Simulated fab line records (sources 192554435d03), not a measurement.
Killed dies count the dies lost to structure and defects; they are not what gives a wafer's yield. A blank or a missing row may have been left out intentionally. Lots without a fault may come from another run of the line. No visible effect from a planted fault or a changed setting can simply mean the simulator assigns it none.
Shared-tool check ; flow n5-finfet ; Sample size 10 lots and 29 wafers

== WHY THIS WAS OPENED ==
Flagged at N5_DUMMY_GATE_CD_MEAS_15: reading cd-nm, on 2 of 10 lots. Wafers without a fault read 24.99 nm, standard deviation 0.22.
Rule: a lot is flagged when every wafer of it that has a number lies more than 4 standard deviations from that mean, or none has a number. All remaining lots are regarded as sound.

lot;measured;on;cd-nm (nm), wafer by wafer;flag
L722;day 3 08:36;cd-sem-01;25.01 24.80 24.99;
L723;day 3 12:39;cd-sem-01;24.79 25.00;
L725;day 3 23:59;cd-sem-03;25.15 25.15 25.22;
L726;day 4 04:03;cd-sem-02;25.31 25.16 24.97;
L727;day 4 10:41;cd-sem-01;24.97 25.07 24.94;
L728;day 4 16:10;cd-sem-03;25.26 24.94 25.16;
L740;day 7 17:32;cd-sem-03;24.03 23.94 24.07;FLAGGED
L741;day 7 22:32;cd-sem-01;23.93 23.93 23.79;FLAGGED
L742;day 8 05:11;cd-sem-02;24.89 24.79 24.71;
L744;day 8 15:01;cd-sem-03;24.66 24.89 24.94;
On average the flagged lots' numbers are 23.95 nm, which is -1.04 nm against the usual, or -5 standard deviations.

== WHICH TOOL EACH LOT WENT THROUGH ==
Before the reading, the record contains 3 process steps out of a 1938-step route. Each cell gives the tool, then ch followed by the chambers the sampled wafers passed through, then the start.
lot;flag;N5_STI_FIN_REVEAL_RECESS_09;N5_DUMMY_GATE_CMP_04;N5_DUMMY_GATE_EXPOSE_12
L722;;vapor-etch-02 ch 0,1, day 2 21:20;cmp-03 ch 0,1, day 3 04:04;euv-scanner-01 ch 0, day 3 08:29
L723;;vapor-etch-01 ch 1, day 3 01:22;cmp-01 ch 0,2, day 3 08:07;euv-scanner-01 ch 0, day 3 12:31
L725;;vapor-etch-01 ch 0,1, day 3 12:42;cmp-03 ch 0,2, day 3 19:28;euv-scanner-02 ch 0, day 3 23:52
L726;;vapor-etch-01 ch 0,1, day 3 16:35;cmp-02 ch 1,2,3, day 3 23:23;euv-scanner-01 ch 0, day 4 03:56
L727;;vapor-etch-01 ch 0,1, day 3 23:02;cmp-03 ch 1,2,3, day 4 06:04;euv-scanner-02 ch 0, day 4 10:34
L728;;vapor-etch-02 ch 0,1, day 4 04:23;cmp-03 ch 0,3, day 4 11:32;euv-scanner-01 ch 0, day 4 16:02
L740;FLAGGED;vapor-etch-02 ch 0,1, day 7 06:17;cmp-01 ch 0,2,3, day 7 13:01;euv-scanner-01 ch 0, day 7 17:25
L741;FLAGGED;vapor-etch-01 ch 0,1, day 7 09:47;cmp-03 ch 1,2,3, day 7 18:03;euv-scanner-01 ch 0, day 7 22:25
L742;;vapor-etch-01 ch 0, day 7 17:47;cmp-03 ch 0,2, day 8 00:33;euv-scanner-02 ch 0, day 8 05:03
L744;;vapor-etch-01 ch 0,1, day 8 03:36;cmp-02 ch 0,1,3, day 8 10:21;euv-scanner-02 ch 0, day 8 14:53
What these steps do:
- N5_STI_FIN_REVEAL_RECESS_09: chemistry HF/NH3, target SiO2, afs cycles 11, target depth 42.5 nm, sublimation time 60 s.
- N5_DUMMY_GATE_CMP_04: polishes a-Si.
- N5_DUMMY_GATE_EXPOSE_12: exposes mask GATE, target cd 25 nm.
- N5_DUMMY_GATE_CD_MEAS_15: target cd 25.8 nm.

== FLAGGED OVER TOTAL, TOOL BY TOOL (the gauges that took the reading come last) ==
step;tool;lots run;flagged;share of the flagged lots;sound lots run after its first flagged lot
N5_STI_FIN_REVEAL_RECESS_09;vapor-etch-01;7;1;some;2 (L742,L744)
N5_STI_FIN_REVEAL_RECESS_09;vapor-etch-02;3;1;some;0
N5_DUMMY_GATE_CMP_04;cmp-01;2;1;some;0
N5_DUMMY_GATE_CMP_04;cmp-02;2;0;none;-
N5_DUMMY_GATE_CMP_04;cmp-03;6;1;some;1 (L742)
N5_DUMMY_GATE_EXPOSE_12;euv-scanner-01;6;2;all;0
N5_DUMMY_GATE_EXPOSE_12;euv-scanner-02;4;0;none;-
N5_DUMMY_GATE_CD_MEAS_15;cd-sem-01;4;1;some;0
N5_DUMMY_GATE_CD_MEAS_15;cd-sem-02;2;0;none;-
N5_DUMMY_GATE_CD_MEAS_15;cd-sem-03;4;1;some;1 (L744)

== WHAT THE TABLE ALLOWS ==
All flagged lots share 1 row of the table, namely euv-scanner-01 at N5_DUMMY_GATE_EXPOSE_12.
- euv-scanner-01 at N5_DUMMY_GATE_EXPOSE_12 ran 6 lots, 2 of them flagged. A fault beginning between L728 (day 4 16:02), its last sound lot, and L740 (day 7 17:25), its first flagged one, fits the data. Its own readings lie more than 4 standard deviations out on every wafer of the flagged lots: exposure-dose-mJ-cm2.
Left over: one tool, euv-scanner-01 at N5_DUMMY_GATE_EXPOSE_12.

== WHAT WAS PUT IN BY THE SIMULATOR ==
Process parameters drifting: euv-scanner-01 at N5_DUMMY_GATE_EXPOSE_12, beginning at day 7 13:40. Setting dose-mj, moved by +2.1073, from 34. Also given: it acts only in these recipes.
Lots struck among those shown: L740, L741. The rule given above showed the same thing.
